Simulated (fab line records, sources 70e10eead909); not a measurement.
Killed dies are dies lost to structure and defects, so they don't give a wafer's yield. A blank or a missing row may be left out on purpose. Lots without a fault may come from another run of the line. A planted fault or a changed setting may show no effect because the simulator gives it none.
Which tool did it? | flow nand_harc | 24 lots, 72 wafers sampled, at 3 steps of a route of 1302

WHAT THE GAUGES READ, wafer by wafer
NHARC_A_SLIT_INSPECT_11.
lot  | measured     | on                | raw_defect_count
L074 | day 19 21:54 | defect_inspect-01 | 74 63 48
L075 | day 20 10:34 | defect_inspect-02 | 103 105 135
L076 | day 20 10:59 | defect_inspect-02 | 131 112 109
L077 | day 21 18:27 | defect_inspect-01 | 75 75 85
L080 | day 21 19:58 | defect_inspect-02 | 21 21 20
L078 | day 22 08:41 | defect_inspect-02 | 63 79 73
L081 | day 22 18:49 | defect_inspect-01 | 77 91 76
L079 | day 22 17:20 | defect_inspect-01 | 67 79 83
L082 | day 22 15:51 | defect_inspect-02 | 90 106 92
L083 | day 23 14:03 | defect_inspect-02 | 71 66 63
L084 | day 24 03:50 | defect_inspect-01 | 7 17 15
L085 | day 24 19:19 | defect_inspect-01 | 77 88 92
L086 | day 25 04:03 | defect_inspect-02 | 40 54 47
L087 | day 25 04:14 | defect_inspect-02 | 53 59 51
L089 | day 25 19:21 | defect_inspect-02 | 96 102 110
L090 | day 26 10:16 | defect_inspect-02 | 70 79 68
L088 | day 26 18:52 | defect_inspect-02 | 103 89 94
L091 | day 27 09:28 | defect_inspect-01 | 100 124 93
L092 | day 27 10:31 | defect_inspect-02 | 29 34 30
L094 | day 28 02:34 | defect_inspect-01 | 54 63 74
L093 | day 28 02:25 | defect_inspect-02 | 35 38 24
L096 | day 28 20:49 | defect_inspect-01 | 71 69 69
L095 | day 28 20:40 | defect_inspect-01 | 34 42 34
L097 | day 29 10:04 | defect_inspect-02 | 11 15 11

WHICH TOOL RAN EACH LOT (tool, then ch and the chambers of the sampled wafers, then the start)
lot  | NHARC_A_SGD_CUT_ETCH_15                       | NHARC_A_SGD_CUT_ETCH_16
L074 | rie_diel-13 ch 0,2, day 19 21:54 or earlier   | rie_diel-13 ch 0,3, day 19 21:54 or earlier
L075 | rie_diel-10 ch 0,1,3, day 20 10:34 or earlier | rie_diel-10 ch 0,2,3, day 20 10:34 or earlier
L076 | rie_diel-07 ch 0,1,3, day 20 10:59 or earlier | rie_diel-07 ch 0,2,3, day 20 10:59 or earlier
L077 | rie_diel-07 ch 1,3, day 21 18:27 or earlier   | rie_diel-07 ch 0,1, day 21 18:27 or earlier
L080 | rie_diel-10 ch 0,1,3, day 21 19:58 or earlier | rie_diel-10 ch 0,1, day 21 19:58 or earlier
L078 | rie_diel-13 ch 0,1,3, day 22 08:41 or earlier | rie_diel-13 ch 0,2, day 22 08:41 or earlier
L081 | rie_diel-07 ch 2,3, day 22 18:49 or earlier   | rie_diel-07 ch 0,1, day 22 18:49 or earlier
L079 | rie_diel-13 ch 0,3, day 22 17:20 or earlier   | rie_diel-13 ch 0,1, day 22 17:20 or earlier
L082 | rie_diel-10 ch 1,2,3, day 22 15:51 or earlier | rie_diel-10 ch 0,1, day 22 15:51 or earlier
L083 | rie_diel-10 ch 0,1,3, day 23 14:03 or earlier | rie_diel-10 ch 0,1,3, day 23 14:03 or earlier
L084 | rie_diel-13 ch 0,1,3, day 24 03:50 or earlier | rie_diel-13 ch 0,2,3, day 24 03:50 or earlier
L085 | rie_diel-10 ch 0,1, day 24 19:19 or earlier   | rie_diel-10 ch 0,2,3, day 24 19:19 or earlier
L086 | rie_diel-07 ch 0,1,3, day 25 04:03 or earlier | rie_diel-07 ch 0,1,3, day 25 04:03 or earlier
L087 | rie_diel-10 ch 1,3, day 25 04:14 or earlier   | rie_diel-10 ch 0,1,3, day 25 04:14 or earlier
L089 | rie_diel-07 ch 0,1, day 25 19:21 or earlier   | rie_diel-07 ch 1,2,3, day 25 19:21 or earlier
L090 | rie_diel-13 ch 0,2,3, day 26 10:16 or earlier | rie_diel-13 ch 0,1,2, day 26 10:16 or earlier
L088 | rie_diel-13 ch 0,1, day 26 18:52 or earlier   | rie_diel-13 ch 0,2, day 26 18:52 or earlier
L091 | rie_diel-07 ch 0,1,2, day 27 09:28 or earlier | rie_diel-07 ch 0,3, day 27 09:28 or earlier
L092 | rie_diel-13 ch 1,2, day 27 10:31 or earlier   | rie_diel-13 ch 0,3, day 27 10:31 or earlier
L094 | rie_diel-13 ch 0,2, day 28 02:34 or earlier   | rie_diel-13 ch 0,3, day 28 02:34 or earlier
L093 | rie_diel-10 ch 0,2,3, day 28 02:25 or earlier | rie_diel-10 ch 0,1,3, day 28 02:25 or earlier
L096 | rie_diel-13 ch 0,2, day 28 20:49 or earlier   | rie_diel-13 ch 0,1,3, day 28 20:49 or earlier
L095 | rie_diel-10 ch 0,2,3, day 28 20:40 or earlier | rie_diel-10 ch 0,1,2, day 28 20:40 or earlier
L097 | rie_diel-10 ch 0,1,3, day 29 10:04 or earlier | rie_diel-10 ch 0,2,3, day 29 10:04 or earlier
- NHARC_A_SGD_CUT_ETCH_15: etches the open film in CH3F/O2, target depth 75 nm, time 64.3 s.
- NHARC_A_SGD_CUT_ETCH_16: etches the open film in C4F8/O2/Ar, target depth 310.5 nm, time 155.2 s.

WHAT THE TOOLS THEMSELVES READ (means of the sampled wafers that have a number; where no wafer has one, the mark that the record gives instead)
NHARC_A_SGD_CUT_ETCH_15.
lot  | tool        | drypump_motor_current_A (A) | oes_product_au (a.u.) | rf_vpp_V (V) | showerhead_plenum_p_Torr (Torr) | throttle_valve_pct (%)
L074 | rie_diel-13 | 5.5                         | 0.973                 | 264.4        | 2.47                            | 20.660
L075 | rie_diel-10 | 5.8                         | 0.955                 | 264.1        | 2.51                            | 20.668
L076 | rie_diel-07 | 5.5                         | 0.975                 | 264.4        | 2.43                            | 20.657
L077 | rie_diel-07 | 5.3                         | 0.968                 | 264.2        | 2.46                            | 20.662
L080 | rie_diel-10 | 5.8                         | 0.978                 | 265.3        | 2.51                            | 20.667
L078 | rie_diel-13 | 5.7                         | 0.927                 | 264.1        | 2.44                            | 20.660
L081 | rie_diel-07 | 5.7                         | 0.962                 | 262.7        | 2.45                            | 20.662
L079 | rie_diel-13 | 5.4                         | 0.969                 | 264.7        | 2.48                            | 20.667
L082 | rie_diel-10 | 5.8                         | 0.971                 | 263.9        | 2.46                            | 20.657
L083 | rie_diel-10 | 5.8                         | 0.957                 | 263.5        | 2.51                            | 20.655
L084 | rie_diel-13 | 5.7                         | 0.962                 | 263.7        | 2.44                            | 20.662
L085 | rie_diel-10 | 5.5                         | 0.942                 | 264.2        | 2.49                            | 20.670
L086 | rie_diel-07 | 5.5                         | 0.979                 | 263.4        | 2.43                            | 20.663
L087 | rie_diel-10 | 6.1                         | 0.966                 | 263.7        | 2.52                            | 20.663
L089 | rie_diel-07 | 5.7                         | 0.956                 | 262.8        | 2.38                            | 20.665
L090 | rie_diel-13 | 5.3                         | 0.970                 | 264.3        | 2.44                            | 20.656
L088 | rie_diel-13 | 5.8                         | 0.970                 | 264.2        | 2.47                            | 20.665
L091 | rie_diel-07 | 5.7                         | 0.984                 | 262.8        | 2.41                            | 20.659
L092 | rie_diel-13 | 5.7                         | 0.964                 | 263.0        | 2.38                            | 20.664
L094 | rie_diel-13 | 5.5                         | 0.953                 | 264.0        | 2.47                            | 20.667
L093 | rie_diel-10 | 5.9                         | 0.969                 | 263.1        | 2.48                            | 20.672
L096 | rie_diel-13 | 5.5                         | 0.947                 | 264.1        | 2.47                            | 20.664
L095 | rie_diel-10 | 5.9                         | 0.968                 | 265.2        | 2.48                            | 20.660
L097 | rie_diel-10 | 5.8                         | 0.972                 | 265.0        | 2.50                            | 20.658

NHARC_A_SGD_CUT_ETCH_16.
lot  | tool        | oes_product_au (a.u.) | rf_vpp_V (V)
L074 | rie_diel-13 | 0.979                 | 724.4
L075 | rie_diel-10 | 0.973                 | 725.2
L076 | rie_diel-07 | 0.982                 | 722.1
L077 | rie_diel-07 | 0.990                 | 720.5
L080 | rie_diel-10 | 0.989                 | 724.4
L078 | rie_diel-13 | 0.945                 | 724.1
L081 | rie_diel-07 | 0.958                 | 720.5
L079 | rie_diel-13 | 0.977                 | 723.7
L082 | rie_diel-10 | 1.002                 | 724.5
L083 | rie_diel-10 | 0.967                 | 724.7
L084 | rie_diel-13 | 0.973                 | 723.0
L085 | rie_diel-10 | 0.951                 | 724.8
L086 | rie_diel-07 | 0.987                 | 721.2
L087 | rie_diel-10 | 0.985                 | 725.0
L089 | rie_diel-07 | 0.961                 | 723.5
L090 | rie_diel-13 | 0.966                 | 721.8
L088 | rie_diel-13 | 0.962                 | 722.5
L091 | rie_diel-07 | 0.989                 | 722.9
L092 | rie_diel-13 | 0.976                 | 723.2
L094 | rie_diel-13 | 0.978                 | 723.3
L093 | rie_diel-10 | 0.968                 | 725.7
L096 | rie_diel-13 | 0.972                 | 722.7
L095 | rie_diel-10 | 0.964                 | 722.1
L097 | rie_diel-10 | 0.984                 | 722.8

THE ANSWER, worked out from the rows above alone
Rule: what is usual is taken from the lots themselves. Put in order of their means at a reading, lots are off if they are a third of the lots or fewer, leave a main group of 4 or more, and stand apart from it by a gap of 3 or more times the standard deviation of the main group's means; of several such gaps the widest counts. A main group whose means are all the same, to the digits that the tables above print for the reading, isn't used. A lot without any number at a reading at which 4 lots or more have one is off too. The other lots that the step has rows for count as sound. The gauges are gone through in route order, then the tools' own readings, and for those a lot's mean is taken as printed above. The first step at which some lot is off is used, and at that step the reading that is off furthest; a lot without a number counts as furthest.
No lot is off at any reading shown: from this, nothing can be told.

WHAT THE SIMULATOR HAD PUT IN
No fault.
